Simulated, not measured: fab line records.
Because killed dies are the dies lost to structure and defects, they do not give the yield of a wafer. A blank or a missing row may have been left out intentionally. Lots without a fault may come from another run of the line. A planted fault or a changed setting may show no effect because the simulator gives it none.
A struck lot beside a sound one :: flow n5 finfet :: 22 steps out of a route of 1938
Sound: the wafers L817.1, L817.2, L817.4. The struck wafers were L832.2, L832.3, L832.4. The cause comes at the end.
Order at every step that has rows: each side's tool, ch and its chambers, its first start. Under that, the readings that differ: sound wafers :: struck wafers :: difference of the means :: sigmas: that difference in standard deviations of wafers without a fault.
alike: words and numbers the same on both sides, and readings whose means are apart by under 2 such deviations; not compared: readings that were withheld, readings missing a value for some wafer, numbers with overlapping values and no deviation given by the record, and bounds like >300 which may hide the same value.
The two part at a step that has a row with sigmas, a row that says differs or no value, or rows on one side only. Numbers that have no deviation but don't overlap get no sigmas and don't part them. A reading that every wafer of one side lacks parts them only if that side has two wafers or more.

first, 8 steps without rows for these wafers: N5_BEOL_M10_DEVELOP_10 (develop time 30 s); N5_BEOL_M10_DESCUM_16 (chemistry O2, time 7.9 s); N5_BEOL_M10_ETCH_61 (etches SiARC in CF4, target depth 39 nm, time 65 s); N5_BEOL_M10_ETCH_62 (etches SOC in N2/H2, target depth 110 nm, overetch 22 nm, time 165 s); N5_BEOL_M10_STRIP_68 (strips in N2/H2); N5_BEOL_M10_STRIP_67 (strips in CF4); N5_BEOL_M10_HM_OPEN_17 (chemistry Cl2/BCl3, target TiN, target depth 20 nm, overetch 6 nm); N5_BEOL_M10_STRIP_19 (strips in O2).
N5_BEOL_M10_COAT_63: time 60 s, resist thk 100 nm.
  sound on litho track-02 ch 0, day 9 19:29; struck on litho track-02 ch 0, day 14 08:05
reading: spin speed rpm (rpm)
sound: 1499.4 1501.9 1497.9
struck: 1463.7 1463.4 1462.9
difference: -36.4
sigmas: -33

reading: model.SOC_of_BEOL_M10_COAT_63.thk nm (nm)
sound: 100 99.4 99.6
struck: 101.6 101.4 101.4
difference: +1.8
sigmas: 
  alike: chill plate temp C, resist line temp C
then, 9 steps without rows for these wafers: N5_BEOL_M10_COAT_64 (time 60 s, resist thk 30 nm); N5_BEOL_M10_COAT_22 (resist thk 90 nm); N5_BEOL_M10_EBR_24; N5_BEOL_M10_SOFTBAKE_23 (time 60 s); N5_BEOL_M10_EXPOSE_25 (exposes mask V9); N5_BEOL_M10_PEB_26 (peb time 60 s); N5_BEOL_M10_DEVELOP_27 (develop time 30 s); N5_BEOL_M10_DESCUM_33 (chemistry O2, time 7.9 s); N5_BEOL_M10_ETCH_65 (etches SiARC in CF4, target depth 39 nm, time 65 s).
N5_BEOL_M10_ETCH_66: etches SOC in N2/H2, target depth 120 nm, overetch 24 nm, time 180 s.
  sound on rie diel-06 ch 1,2,3, day 9 20:02; struck on rie diel-04 ch 0,1,3, day 14 08:34
reading: model.etch.depth nm (nm)
sound: 99.95 99.47 99.66
struck: 101.6 101.4 101.3
difference: +1.7
sigmas: 
  alike: drypump motor current A, oes product au, rf vpp V, showerhead plenum p Torr, throttle valve pct
  not compared: rf hours counter h
then, 1 step without rows for these wafers: N5_BEOL_M10_STRIP_69 (strips in N2/H2).
N5_BEOL_M10_VIA_ETCH_34: etches SiCOH lowk in C4F6/O2, target depth 184.5 nm, time 69.2 s.
  sound on rie diel-06 ch 1,2,3, day 9 20:10; struck on rie diel-04 ch 0,1,3, day 14 08:41
reading: model.SOC_of_BEOL_M10_COAT_63.thk nm (nm)
sound: 91.6 91.6 91.2
struck: 93.6 93.4 93.4
difference: +2.0
sigmas: 
  alike: drypump motor current A, mfc ar sccm, oes product au, rf vpp V, showerhead plenum p Torr, throttle valve pct
  not compared: rf hours counter h
then, 1 step without rows for these wafers: N5_BEOL_M10_STRIP_73 (strips in C4F6/O2).

## WHERE THEY PART
Only at N5_BEOL_M10_COAT_63, as far as this record shows. Later steps at which nothing parts them and some readings are alike: N5_BEOL_M10_ETCH_66, N5_BEOL_M10_VIA_ETCH_34.

WHY: the cause the simulator had injected
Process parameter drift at N5_BEOL_M10_COAT_63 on litho track-02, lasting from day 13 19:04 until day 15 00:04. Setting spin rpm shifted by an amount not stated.
